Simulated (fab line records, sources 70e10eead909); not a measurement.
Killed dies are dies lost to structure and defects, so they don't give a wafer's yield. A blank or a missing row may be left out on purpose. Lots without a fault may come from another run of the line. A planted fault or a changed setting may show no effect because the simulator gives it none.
Chamber matching | flow nand_harc | NHARC_A_CONTACT_ETCH_49 on rie_diel-04: 3 sister chambers
The step etches the open film in N2/H2, target depth 260 nm, time 475.3 s. 15 wafers are shown with their chamber, then 5 later ones without.

WAFERS WITH THEIR CHAMBER
wafer  | chamber | showerhead_plenum_p_Torr (Torr) | drypump_motor_current_A (A) | rf_vpp_V (V)
L893.2 | 2       | 2.17                            | 5.60                        | 433
L893.3 | 1       | 2.16                            | 5.51                        | 433
L893.6 | 1       | 2.16                            | 5.52                        | 433
L897.2 | 2       | 2.17                            | 5.62                        | 433
L897.5 | 2       | 2.17                            | 5.63                        | 433
L897.6 | 3       | 2.00                            | 5.94                        | 431
L898.1 | 2       | 2.17                            | 5.63                        | 433
L898.5 | 3       | 2.00                            | 5.96                        | 431
L903.3 | 1       | 2.15                            | 5.52                        | 434
L903.5 | 1       | 2.15                            | 5.52                        | 434
L910.2 | 2       | 2.16                            | 5.62                        | 435
L910.5 | 3       | 2.00                            | 5.92                        | 431
L910.6 | 2       | 2.16                            | 5.62                        | 434
L912.1 | 1       | 2.15                            | 5.53                        | 435
L912.3 | 2       | 2.16                            | 5.63                        | 436

SIGNATURES (means of the wafers above)
reading                  | chamber 1 | chamber 2 | chamber 3 | scatter within a chamber
showerhead_plenum_p_Torr | 2.1540    | 2.1657    | 2.0000    | 0.00493
drypump_motor_current_A  | 5.5200    | 5.6214    | 5.9400    | 0.0119
rf_vpp_V                 | 433.80    | 433.86    | 431.00    | 0.986
Rule: a wafer's distance from a chamber is the root of the sum, over the readings, of the square of ((its reading less the chamber's mean) divided by the reading's scatter). The wafer belongs to the nearest chamber; if the next one is less than 2 further off, it can't be placed. The scatter: the root of (the sum of the squares of (reading less its chamber's mean) over the shown wafers, divided by (wafers less chambers)).

WAFERS WITHOUT THEIR CHAMBER
wafer  | showerhead_plenum_p_Torr (Torr) | drypump_motor_current_A (A) | rf_vpp_V (V)
L912.6 | 2.15                            | 5.49                        | 434
L913.1 | 2.14                            | 5.48                        | 434
L913.3 | 2.16                            | 5.62                        | 433
L914.2 | 2.16                            | 5.62                        | 434
L914.3 | 2.14                            | 5.52                        | 434

WHICH CHAMBER EACH WENT THROUGH
wafer  | from the rows above | in truth
L912.6 | 1                   | 1
L913.1 | 1                   | 1
L913.3 | 2                   | 2
L914.2 | 2                   | 2
L914.3 | 1                   | 1
Placed correctly: 5 of 5. Can't be placed from these rows: 0. Placed wrongly: 0.
